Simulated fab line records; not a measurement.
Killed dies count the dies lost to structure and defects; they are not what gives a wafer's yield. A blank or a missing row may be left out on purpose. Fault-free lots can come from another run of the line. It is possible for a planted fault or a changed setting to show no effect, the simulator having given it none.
The tool behind it: which one? / flow n5 finfet / 36 wafers from 12 lots sampled at 3 of the route's 1938 steps

## WHAT EACH GAUGE READ, for each wafer
N5_STI_FIN_REVEAL_THK_MEAS_05.
lot=L075; measured=day 2 14:22; on=film metro-01; thk nm (nm)=130.9 131.6 131.6
lot=L077; measured=day 3 02:46; on=film metro-01; thk nm (nm)=132.5 131.6 132.9
lot=L079; measured=day 3 15:16; on=film metro-01; thk nm (nm)=132.1 132.5 131.7
lot=L081; measured=day 4 03:42; on=film metro-01; thk nm (nm)=131.4 131.1 132.5
lot=L083; measured=day 4 17:12; on=film metro-02; thk nm (nm)=132.1 131.0 130.9
lot=L085; measured=day 5 07:13; on=film metro-02; thk nm (nm)=132.6 131.9 131.7
lot=L087; measured=day 5 16:38; on=film metro-01; thk nm (nm)=132.9 132.6 132.8
lot=L089; measured=day 6 04:01; on=film metro-01; thk nm (nm)=131.2 132.0 132.0
lot=L091; measured=day 6 16:45; on=film metro-02; thk nm (nm)=130.6 132.1 133.2
lot=L093; measured=day 7 02:52; on=film metro-01; thk nm (nm)=130.8 132.1 131.6
lot=L095; measured=day 7 16:13; on=film metro-02; thk nm (nm)=130.0 129.8 130.8
lot=L097; measured=day 8 04:04; on=film metro-02; thk nm (nm)=132.2 130.6 129.9

## EACH LOT AND THE TOOL THAT RAN IT (in order: tool; ch and the chambers of the sampled wafers; start)
lot=L075; N5_FIN_CUT_CUT_ETCH_15=rie si-02 ch 1,2, day 2 08:40; N5_FIN_CUT_CUT_ETCH_28=rie si-02 ch 1,2, day 2 08:44
lot=L077; N5_FIN_CUT_CUT_ETCH_15=rie si-05 ch 1,2, day 2 20:58; N5_FIN_CUT_CUT_ETCH_28=rie si-05 ch 1,2, day 2 21:01
lot=L079; N5_FIN_CUT_CUT_ETCH_15=rie si-04 ch 1,2,3, day 3 09:34; N5_FIN_CUT_CUT_ETCH_28=rie si-04 ch 1,2,3, day 3 09:37
lot=L081; N5_FIN_CUT_CUT_ETCH_15=rie si-04 ch 0,1,3, day 3 21:54; N5_FIN_CUT_CUT_ETCH_28=rie si-04 ch 0,1,3, day 3 21:58
lot=L083; N5_FIN_CUT_CUT_ETCH_15=rie si-04 ch 2,3, day 4 10:53; N5_FIN_CUT_CUT_ETCH_28=rie si-04 ch 2,3, day 4 10:56
lot=L085; N5_FIN_CUT_CUT_ETCH_15=rie si-04 ch 0,2,3, day 4 23:53; N5_FIN_CUT_CUT_ETCH_28=rie si-04 ch 0,2,3, day 4 23:57
lot=L087; N5_FIN_CUT_CUT_ETCH_15=rie si-02 ch 0,1, day 5 09:22; N5_FIN_CUT_CUT_ETCH_28=rie si-02 ch 0,1, day 5 09:25
lot=L089; N5_FIN_CUT_CUT_ETCH_15=rie si-02 ch 0,1,3, day 5 22:02; N5_FIN_CUT_CUT_ETCH_28=rie si-02 ch 0,1,3, day 5 22:05
lot=L091; N5_FIN_CUT_CUT_ETCH_15=rie si-05 ch 0,1,2, day 6 11:03; N5_FIN_CUT_CUT_ETCH_28=rie si-05 ch 0,1,2, day 6 11:07
lot=L093; N5_FIN_CUT_CUT_ETCH_15=rie si-02 ch 0,2,3, day 6 20:30; N5_FIN_CUT_CUT_ETCH_28=rie si-02 ch 0,2,3, day 6 20:33
lot=L095; N5_FIN_CUT_CUT_ETCH_15=rie si-05 ch 2,3, day 7 09:42; N5_FIN_CUT_CUT_ETCH_28=rie si-05 ch 2,3, day 7 09:46
lot=L097; N5_FIN_CUT_CUT_ETCH_15=rie si-02 ch 1,3, day 7 22:21; N5_FIN_CUT_CUT_ETCH_28=rie si-02 ch 1,3, day 7 22:25
- N5_FIN_CUT_CUT_ETCH_15: etches Si in HBr/Cl2/O2, target depth 100 nm, bt time 10 s, time 42.4 s.
- N5_FIN_CUT_CUT_ETCH_28: etches Si in HBr/Cl2/O2, target depth 6 nm, time 2.4 s.

## THE ANSWER, worked out from the rows above alone
Rule: what is usual is taken from the lots themselves. Put in order of their means at a reading, lots are off if they are a third of the lots or fewer, leave a main group of 4 or more, and stand apart from it by a gap of 3 or more times the standard deviation of the main group's means; of several such gaps the widest counts. Not used: any main group whose means are identical at the precision the tables above print for the reading. Also off: a lot with no number at a reading for which 4 or more lots have one. All remaining lots with rows at the step are treated as sound.
No lot is off at any reading shown: from this, nothing can be told.

## WHAT HAD BEEN PUT IN BY THE SIMULATOR
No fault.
